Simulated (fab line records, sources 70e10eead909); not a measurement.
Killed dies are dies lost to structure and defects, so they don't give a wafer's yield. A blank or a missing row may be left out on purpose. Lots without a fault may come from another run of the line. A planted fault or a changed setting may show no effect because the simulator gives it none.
Which tool did it? | flow nand_harc | 14 lots, 42 wafers sampled, at 2 steps of a route of 1302

WHAT THE GAUGES READ, wafer by wafer
NHARC_P_GATE_INSPECT_28. Usual: raw_defect_count 6, standard deviation 3.
lot  | measured     | on                | raw_defect_count | flag
L243 | day 5 04:17  | defect_inspect-01 | 5 6 6            |
L244 | day 5 08:35  | defect_inspect-01 | 5 12 1           |
L245 | day 5 18:28  | defect_inspect-02 | 9 7 11           |
L246 | day 6 07:47  | defect_inspect-02 | 4 5 5            |
L247 | day 6 19:37  | defect_inspect-02 | 7 1 5            |
L248 | day 6 22:49  | defect_inspect-01 | 5 8 5            |
L249 | day 7 14:39  | defect_inspect-02 | 2 1 3            |
L250 | day 8 03:23  | defect_inspect-01 | 6 5 15           |
L252 | day 8 21:11  | defect_inspect-01 | 6 3 11           |
L256 | day 11 04:59 | defect_inspect-01 | 5 13 11          |
L261 | day 12 12:56 | defect_inspect-02 | 8 4 3            |
L264 | day 13 15:20 | defect_inspect-02 | 3 4 12           |
L265 | day 14 09:16 | defect_inspect-01 | 8 10 8           |
L266 | day 14 10:37 | defect_inspect-01 | 7 7 7            |

WHICH TOOL RAN EACH LOT (tool, then ch and the chambers of the sampled wafers, then the start)
lot  | NHARC_P_GATE_CVD_17
L243 | lpcvd_poly-02 ch 0, day 5 00:13
L244 | lpcvd_poly-03 ch 0, day 5 04:30
L245 | lpcvd_poly-03 ch 0, day 5 13:04
L246 | lpcvd_poly-02 ch 0, day 6 00:17
L247 | lpcvd_poly-03 ch 0, day 6 15:30
L248 | lpcvd_poly-03 ch 0, day 6 18:46
L249 | lpcvd_poly-02 ch 0, day 7 06:16
L250 | lpcvd_poly-03 ch 0, day 7 21:38
L252 | lpcvd_poly-02 ch 0, day 8 13:26
L256 | lpcvd_poly-01 ch 0, day 10 20:23
L261 | lpcvd_poly-03 ch 0, day 12 09:01
L264 | lpcvd_poly-02 ch 0, day 13 11:22
L265 | lpcvd_poly-02 ch 0, day 14 00:07
L266 | lpcvd_poly-03 ch 0, day 14 06:33
- NHARC_P_GATE_CVD_17: deposits poly-Si, target thk 150 nm, time 900 s.

WHAT THE TOOLS THEMSELVES READ (means of the sampled wafers that have a number; where no wafer has one, the mark that the record gives instead)
NHARC_P_GATE_CVD_17. Usual: zone_power_lower_pct 9.5 %, standard deviation 0.79.
lot  | tool          | zone_power_lower_pct (%) | flag
L243 | lpcvd_poly-02 | 8.8                      |
L244 | lpcvd_poly-03 | 10.3                     |
L245 | lpcvd_poly-03 | 10.3                     |
L246 | lpcvd_poly-02 | 8.7                      |
L247 | lpcvd_poly-03 | 10.2                     |
L248 | lpcvd_poly-03 | 10.3                     |
L249 | lpcvd_poly-02 | 8.8                      |
L250 | lpcvd_poly-03 | 10.3                     |
L252 | lpcvd_poly-02 | 8.8                      |
L256 | lpcvd_poly-01 | 8.5                      |
L261 | lpcvd_poly-03 | 10.2                     |
L264 | lpcvd_poly-02 | 8.8                      |
L265 | lpcvd_poly-02 | 8.8                      |
L266 | lpcvd_poly-03 | 10.3                     |

THE ANSWER, worked out from the rows above alone
Rule: a lot is off if the mean of its wafers that have a number lies more than 3 standard deviations from the usual mean. A lot without any number at a reading at which 4 lots or more have one is off too. The other lots that the step has rows for count as sound. The gauges are gone through in route order, then the tools' own readings, and for those a lot's mean is taken as printed above. The first step at which some lot is off is used, and at that step the reading that is off furthest; a lot without a number counts as furthest.
No lot is off at any reading shown: from this, nothing can be told.

WHAT THE SIMULATOR HAD PUT IN
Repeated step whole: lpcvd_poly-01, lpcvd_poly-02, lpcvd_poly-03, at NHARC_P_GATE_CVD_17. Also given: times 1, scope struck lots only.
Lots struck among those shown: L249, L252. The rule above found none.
